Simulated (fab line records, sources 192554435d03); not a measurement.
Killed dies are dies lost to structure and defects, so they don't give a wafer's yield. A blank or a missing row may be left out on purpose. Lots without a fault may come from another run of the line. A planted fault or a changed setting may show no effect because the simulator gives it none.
Chamber matching | flow n5_finfet | N5_BEOL_M15_STRIP_36 on rie_diel-05: 4 sister chambers
The step strips in O2. 4 wafers are shown with their chamber, then 10 later ones without.

WAFERS WITH THEIR CHAMBER
wafer  | chamber | showerhead_plenum_p_Torr (Torr)
L077.4 | 3       | 2.08
L088.6 | 2       | 2.02
L086.4 | 1       | 2.04
L086.5 | 0       | 2.15

WAFERS WITHOUT THEIR CHAMBER
wafer  | showerhead_plenum_p_Torr (Torr)
L086.6 | 2.07
L092.1 | 2.01
L092.4 | 2.15
L092.5 | 2.15
L090.1 | 2.07
L090.4 | 2.01
L090.6 | 2.04
L094.2 | 2.01
L094.5 | 2.07
L094.6 | 2.01

WHICH CHAMBER EACH WENT THROUGH
wafer  | from the rows above | in truth
L086.6 | 3                   | 3
L092.1 | 2                   | 2
L092.4 | 0                   | 0
L092.5 | 0                   | 0
L090.1 | 3                   | 3
L090.4 | 2                   | 2
L090.6 | 1                   | 1
L094.2 | 2                   | 2
L094.5 | 3                   | 3
L094.6 | 2                   | 2
Placed correctly: 10 of 10. Can't be placed from these rows: 0. Placed wrongly: 0.
How it was worked out, from the rows above alone: a wafer's distance from a chamber is the root of the sum, over the readings, of the square of ((its reading less the chamber's mean) divided by the reading's scatter). The wafer belongs to the nearest chamber; if the next one is less than 2 further off, it can't be placed. A chamber's mean is the mean of its shown wafers. The scatter: with one shown wafer a chamber, the root of the mean of the squares of how far each hidden wafer lies from its nearest shown one.
